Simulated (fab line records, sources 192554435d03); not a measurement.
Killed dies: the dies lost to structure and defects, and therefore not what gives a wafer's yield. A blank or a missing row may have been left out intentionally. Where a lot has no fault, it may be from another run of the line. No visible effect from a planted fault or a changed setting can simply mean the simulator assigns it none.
2 desks, one fault + flow n5_finfet + what lay behind the numbers comes last; until then each desk has only its own

FOR THE TOOL OWNER'S DESK: ald_sin-03
The tool's own readings at N5_GATE_CUT_SAC_CAP_01 (material SiNx, target thk 24 nm, pulse time 1 s, ald cycles 480): means of the sampled wafers that have a number, for each lot that ran on this tool. A lot is out of limits, marked OUT, if its mean lies more than 4 standard deviations from the usual mean; the brackets give that distance.
Columns: A = heater_power_w at N5_GATE_CUT_SAC_CAP_01, usual 822 W; B = precursor_pulse_height_rel at N5_GATE_CUT_SAC_CAP_01, usual 1.001
| lot  | first seen here | A   | B     |
|------|-----------------|-----|-------|
| L596 | day 6 07:44     | 814 | 1.026 |
| L598 | day 6 16:06     | 666 | 0.977 |
| L605 | day 8 11:25     | 676 | 1.005 |
| L608 | day 9 05:37     | 837 | 1.018 |
Finding of this desk: none of the 4 lots has anything out of limits.

FROM THE METROLOGY DESK
What the gauges read for every lot (on any tool): the sampled wafers with a number, averaged. A lot is out of limits, marked OUT, if its mean lies more than 4 standard deviations from the usual mean; the brackets give that distance.
Columns: A = MD_CAP_THK at N5_MOL_CONTACT_COAG_THK_MEAS_29, usual 17.91 nm
| lot  | first seen here | A                       |
|------|-----------------|-------------------------|
| L590 | day 5 07:08     | 17.78                   |
| L596 | day 6 22:25     | 17.88                   |
| L598 | day 7 11:34     | 17.95                   |
| L605 | day 9 03:47     | 22.53 (+56) OUT         |
| L608 | day 9 22:32     | 27.10 (+99 or more) OUT |
| L609 | day 10 03:36    | 17.84                   |
| L610 | day 10 11:04    | 17.86                   |
| L612 | day 10 20:17    | 17.89                   |
This desk finds L605, L608 out of limits, with the earliest case on L605 at day 9 03:47 (MD_CAP_THK at N5_MOL_CONTACT_COAG_THK_MEAS_29). In limits: L590, L596, L598, L609, L610, L612.

TAKEN TOGETHER
At day 9 03:47 the metrology desk could have sounded an alarm, on L605, L608.
The desk of the tool owner found nothing out of limits.
On record at the tool owner's desk: L605, L608, within its limits.
The lots listed all ran N5_GATE_CUT_SAC_CAP_01 on ald_sin-03.

WHAT THE SIMULATOR HAD INSERTED
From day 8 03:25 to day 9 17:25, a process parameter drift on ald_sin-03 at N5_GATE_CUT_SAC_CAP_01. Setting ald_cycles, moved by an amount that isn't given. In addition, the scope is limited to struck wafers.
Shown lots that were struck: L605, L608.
Hours from the fault's start to each desk's first reading out of limits: the metrology desk, 24.
